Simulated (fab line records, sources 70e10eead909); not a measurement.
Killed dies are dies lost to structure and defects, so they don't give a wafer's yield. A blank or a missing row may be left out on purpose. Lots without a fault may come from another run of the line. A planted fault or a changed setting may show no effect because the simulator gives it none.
fab line records | flow nand_harc | part 2 of 2: steps 26 to 41 of 41
record lots=5 wafers=15 last_day=32
route steps=1302 shown P_BONDPAD@385 A_START@389 A_ZERO_WELL@390 A_SOURCE_PLATE@413 A_ONON_D1@424
lots that met no fault: from a run of the same line without faults
start_h: hours from the record's first day to the start of the lot's first wafer shown | wait_h: hours since the lot's step before | " the same as in the row above | L1.1+2: a row that stands for several wafers | - no value, or no start given | * or withheld: withheld | < > ~ a bound
route shown NAME@n: a module of which the file shows steps, and the number in the route of the first | usual: mean/standard deviation of fault-free wafers | same: alike in all rows | chamber/n: place in a boat | sites: the reading at each site | _std_site: their standard deviation | _edge_site: outer sites' mean less inner sites' | radius_mm: how far each site lies from the wafer's centre | mask NAME#n: copy n | behind: the tool/chamber that last shaped the wafer | hold: why the lot was held/for how many hours/how that ended | device: the transistor (n, p or np) that didn't switch | end of line: the same wafers' tests at the end of the route | a step without rows: its recipe alone | killed: dies lost to structure and defects at the first sort, not the wafer's yield | map: a wafer's dies, x killed, . not, _ none there
set.NAME: the setting as run; set.NAME@STEP: as run at that earlier step | model.NAME: the simulator's own value behind a step, which no gauge read
lots at some steps of the route; a table a step, a row a wafer
services: from which hour (start_h, from the record's first day; less than 0 if before it) a tool's chamber was out of use, for how many hours, and why
## steps
# step NHARC_A_ZERO_WELL_RTA_16
# recipe temp_c=1000 time_s=10
# usual anneal_temp_c_max=1005.0/0.83 lamp_power_pct=26.8/2.3 lamp_zone_1_pct=26.8/2.3 lamp_zone_3_pct=26.8/2.3 lamp_zone_5_pct=26.8/2.3 wafer_temp_C_max=1003.6/1.1
# columns lot.wafer tool chamber start_h wait_h anneal_temp_c_max lamp_power_pct lamp_zone_1_pct lamp_zone_3_pct lamp_zone_5_pct wafer_temp_C_max
L074.1 rtp_anneal-01 0 137.49 - 1004.4 28.8 28.8 28.8 28.8 1002.8
L074.4 " 0 " " 1005.9 28.8 28.7 28.7 28.8 1003.1
L074.5 " 0 " " 1005.5 28.8 28.7 28.8 28.8 1001.9
L077.1 rtp_anneal-01 0 171.15 - 1005.4 28.7 28.6 28.7 28.7 1001.8
L077.3 " 0 " " 1006.3 28.7 28.7 28.7 28.7 1002.4
L077.6 " 0 " " 1004.8 28.7 28.7 28.7 28.7 1001.9
L084.1 rtp_anneal-02 0 251.20 - 1005.1 24.1 24.1 24.1 24.1 1004.8
L084.4 " 0 " " 1004.9 24.1 24.1 24.1 24.0 1005.9
L084.5 " 0 " " 1005.0 24.1 24.1 24.1 24.0 1005.1
L092.2 rtp_anneal-01 0 319.00 - 1005.2 28.8 28.8 28.8 28.7 1003.1
L092.4 " 0 " " 1006.7 28.8 28.8 28.8 28.8 1003.0
L092.6 " 0 " " 1005.4 28.8 28.8 28.8 28.8 1003.4
L094.4 rtp_anneal-01 0 338.03 - 1005.1 28.7 28.8 28.8 28.8 1002.3
L094.5 " 0 " " 1004.4 28.7 28.7 28.8 28.8 1002.3
L094.6 " 0 " " 1005.3 28.8 28.8 28.7 28.8 1002.4
# step NHARC_A_ZERO_WELL_INSPECT_17
# usual raw_defect_count=10/5.4
# columns lot.wafer tool chamber start_h wait_h raw_defect_count
L074.1 defect_inspect-01 - 137.69 0.2 11
L074.4 " - " " 5
L074.5 " - " " 5
L077.1 defect_inspect-01 - 171.34 0.2 13
L077.3 " - " " 8
L077.6 " - " " 12
L084.1 defect_inspect-02 - 251.40 0.2 7
L084.4 " - " " 19
L084.5 " - " " 13
L092.2 defect_inspect-02 - 319.17 0.1 7
L092.4 " - " " 13
L092.6 " - " " 14
L094.4 defect_inspect-01 - 338.14 0.1 6
L094.5 " - " " 3
L094.6 " - " " 9
# step NHARC_A_SOURCE_PLATE_PRECLEAN_00
# recipe time_s=60 chemistry=HF-LAST
# columns lot.wafer tool chamber start_h wait_h
L074.1+5+4 wet_bench-06 3,4,7 137.74 0.1
L077.1+6+3 wet_bench-06 0,3,4 171.39 0.1
L084.1+4+5 wet_bench-05 1,2,6 251.45 0.1
L092.6+4+2 wet_bench-09 6,7,1 319.25 0.1
L094.4+5+6 wet_bench-09 2,4,7 338.19 0.0
# step NHARC_A_SOURCE_PLATE_SRD_01
# columns lot.wafer tool chamber start_h wait_h
L074.1+5+4 wet_bench-06 3,4,7 - -
L077.1+6+3 wet_bench-06 0,3,4 - -
L084.1+4+5 wet_bench-05 1,2,6 - -
L092.6+4+2 wet_bench-09 6,7,1 319.29 0.0
L094.4+5+6 wet_bench-09 2,4,7 - -
# step NHARC_A_SOURCE_PLATE_OXIDE_02
# recipe target_thk_a=100 temp_c=900 ox_time_s=1362 material=SiO2
# columns lot.wafer tool chamber start_h wait_h
L074.1+4+5 furnace-04 0 142.37 -
L077.1+3+6 furnace-02 0 174.46 -
L084.1+4+5 furnace-04 0 255.15 -
L092.2+4+6 furnace-04 0 322.96 3.7
L094.4+5+6 furnace-05 0 339.64 -
# step NHARC_A_SOURCE_PLATE_THK_MEAS_09
# recipe thk_meas_gauge=ellipsometry
# usual thk_nm=9.7/1.1
# columns lot.wafer tool chamber start_h wait_h thk_nm
L074.1 film_metro-02 - 146.45 0.4 10.5
L074.4 " - " " 12.0
L074.5 " - " " 9.4
L077.1 film_metro-01 - 178.58 0.4 8.7
L077.3 " - " " 9.1
L077.6 " - " " 6.7
L084.1 film_metro-01 - 259.18 0.4 8.6
L084.4 " - " " 10.1
L084.5 " - " " 10.3
L092.2 film_metro-01 - 327.02 0.4 9.8
L092.4 " - " " 10.3
L092.6 " - " " 9.2
L094.4 film_metro-01 - 343.71 0.4 8.3
L094.5 " - " " 10.5
L094.6 " - " " 9.9
# step NHARC_A_SOURCE_PLATE_PVD_04
# recipe target_thk_a=500 material=WSi2
# columns lot.wafer tool chamber start_h wait_h
L074.4+1+5 pvd_sputter-01 - 146.51 0.1
L077.3+1+6 pvd_sputter-02 - 178.65 0.1
L084.1+4+5 pvd_sputter-02 - 259.24 0.1
L092.4+2+6 pvd_sputter-01 - 327.10 0.1
L094.4+5+6 pvd_sputter-03 - 343.80 0.1
# step NHARC_A_SOURCE_PLATE_CVD_03
# recipe target_thk_a=2000 temp_c=620 pressure_mtorr=200 time_s=4000 material=poly-Si
# columns lot.wafer tool chamber start_h wait_h
L074.1+4+5 lpcvd_poly-01 0 148.93 -
L077.1+3+6 lpcvd_poly-01 0 181.06 -
L084.1+4+5 lpcvd_poly-01 0 261.66 -
L092.2+4+6 lpcvd_poly-01 0 329.50 -
L094.4+5+6 lpcvd_poly-02 0 346.27 -
# step NHARC_A_SOURCE_PLATE_ANNEAL_05
# recipe temp_c=850 time_s=1800
# columns lot.wafer tool chamber start_h wait_h
L074.1+4+5 furnace-05 0 156.85 4.8
L077.1+3+6 furnace-04 0 187.60 3.4
L084.1+4+5 furnace-02 0 268.06 3.3
L092.2+4+6 furnace-02 0 338.71 6.1
L094.4+5+6 furnace-04 0 352.80 3.4
# step NHARC_A_SOURCE_PLATE_THK_MEAS_06
# recipe thk_meas_gauge=ellipsometry
# usual thk_nm=200.4/1.8
# columns lot.wafer tool chamber start_h wait_h thk_nm
L074.1 film_metro-01 - 160.79 0.4 202.3
L074.4 " - " " 202.8
L074.5 " - " " 202.6
L077.1 film_metro-02 - 191.56 0.4 202.6
L077.3 " - " " 204.1
L077.6 " - " " 203.7
L084.1 film_metro-01 - 271.98 0.4 203.4
L084.4 " - " " 201.9
L084.5 " - " " 201.6
L092.2 film_metro-01 - 342.66 0.4 197.1
L092.4 " - " " 198.5
L092.6 " - " " 197.4
L094.4 film_metro-01 - 356.73 0.4 202.3
L094.5 " - " " 200.6
L094.6 " - " " 200.8
# step NHARC_A_SOURCE_PLATE_INSPECT_08
# usual raw_defect_count=59/20
# columns lot.wafer tool chamber start_h wait_h raw_defect_count
L074.1 defect_inspect-02 - 160.86 0.0 42
L074.4 " - " " 51
L074.5 " - " " 20
L077.1 defect_inspect-02 - 191.65 0.0 31
L077.3 " - " " 57
L077.6 " - " " 52
L084.1 defect_inspect-02 - 272.04 0.0 60
L084.4 " - " " 79
L084.5 " - " " 47
L092.2 defect_inspect-01 - 342.77 0.0 52
L092.4 " - " " 79
L092.6 " - " " 60
L094.4 defect_inspect-01 - 356.79 0.0 61
L094.5 " - " " 65
L094.6 " - " " 95
# step NHARC_A_ONON_D1_DEP_00
# recipe target_thk_a=10000 n2_flow_sccm=2750 n2o_flow_sccm=2000 nh3_flow_sccm=500 sih4_flow_sccm=210 temp_c=400
# columns lot.wafer tool chamber start_h wait_h
L074.1+4+5 pecvd_onon-04 0 160.92 0.1
L077.1+3+6 pecvd_onon-04 0 191.72 0.1
L084.1+4+5 pecvd_onon-04 0 272.11 0.1
L092.2+4+6 pecvd_onon-01 0 342.89 0.1
L094.4+5+6 pecvd_onon-01 0 357.03 0.2
# step NHARC_A_ONON_D1_THK_MEAS_02
# recipe thk_meas_gauge=ellipsometry
# usual thk_nm=999/11
# columns lot.wafer tool chamber start_h wait_h thk_nm
L074.1 film_metro-01 - 161.44 - 999
L074.4 " - " " 1001
L074.5 " - " " 1000
L077.1 film_metro-02 - 192.23 - 985
L077.3 " - " " 985
L077.6 " - " " 985
L084.1 film_metro-01 - 272.62 - 999
L084.4 " - " " 999
L084.5 " - " " 999
L092.2 film_metro-01 - 343.35 - 1003
L092.4 " - " " 1004
L092.6 " - " " 1004
L094.4 film_metro-01 - 357.36 - 998
L094.5 " - " " 997
L094.6 " - " " 999
# step NHARC_A_ONON_D1_DEP_03
# recipe target_thk_a=10000 n2_flow_sccm=2750 n2o_flow_sccm=2000 nh3_flow_sccm=500 sih4_flow_sccm=210 temp_c=400
# columns lot.wafer tool chamber start_h wait_h
L074.1+4+5 pecvd_onon-01 0 161.50 0.1
L077.1+3+6 pecvd_onon-01 0 192.28 0.1
L084.1+4+5 pecvd_onon-02 0 272.67 0.1
L092.2+4+6 pecvd_onon-04 0 343.46 0.1
L094.4+5+6 pecvd_onon-02 0 357.59 0.2
# step NHARC_A_ONON_D1_THK_MEAS_05
# recipe thk_meas_gauge=ellipsometry
# usual thk_nm=999/9.6
# columns lot.wafer tool chamber start_h wait_h thk_nm
L074.1 film_metro-01 - 162.01 - 990
L074.4 " - " " 990
L074.5 " - " " 989
L077.1 film_metro-01 - 192.79 - 1000
L077.3 " - " " 999
L077.6 " - " " 998
L084.1 film_metro-01 - 273.18 - 1023
L084.4 " - " " 1025
L084.5 " - " " 1023
L092.2 film_metro-01 - 343.91 - 1011
L092.4 " - " " 1010
L092.6 " - " " 1011
L094.4 film_metro-01 - 357.93 - 989
L094.5 " - " " 989
L094.6 " - " " 989
# step NHARC_A_ONON_D1_DEP_06
# recipe target_thk_a=10000 n2_flow_sccm=2750 n2o_flow_sccm=2000 nh3_flow_sccm=500 sih4_flow_sccm=210 temp_c=400
# columns lot.wafer tool chamber start_h wait_h
L074.1+4+5 pecvd_onon-02 0 162.06 0.1
L077.1+3+6 pecvd_onon-04 0 192.84 0.1
L084.1+4+5 pecvd_onon-02 0 273.23 0.1
L092.2+4+6 pecvd_onon-02 0 344.02 0.1
L094.4+5+6 pecvd_onon-01 0 358.16 0.2
## services
# columns tool chamber start_h hours kind
rie_diel-03 0 111.45 5.3 repair
wet_bench-08 - 118.40 8.0 pm
pecvd_onon-04 - 130.00 13.0 pm
wet_bench-10 - 135.20 8.0 pm
furnace-04 - 148.96 18.4 repair
wet_bench-07 - 160.00 8.0 pm
wet_bench-09 - 176.86 8.0 pm
pecvd_onon-02 - 185.14 13.0 pm
wet_bench-06 - 193.60 8.0 pm
rie_diel-03 3 203.77 3.9 repair
wet_bench-03 - 210.40 8.0 pm
rie_diel-03 1 214.65 5.4 repair
wet_bench-04 - 216.55 1.6 repair
litho_track-02 - 227.00 7.0 pm
wet_bench-04 - 227.20 8.0 pm
litho_track-07 - 251.00 7.0 pm
pecvd_onon-01 - 269.06 13.0 pm
rie_diel-03 - 281.30 9.0 pm
wet_bench-04 - 287.59 0.6 repair
wet_bench-08 - 294.40 8.0 pm
litho_track-05 - 299.01 7.0 pm
pecvd_onon-04 - 311.00 13.0 pm
wet_bench-07 - 336.00 8.0 pm
wet_bench-07 - 351.94 7.0 repair
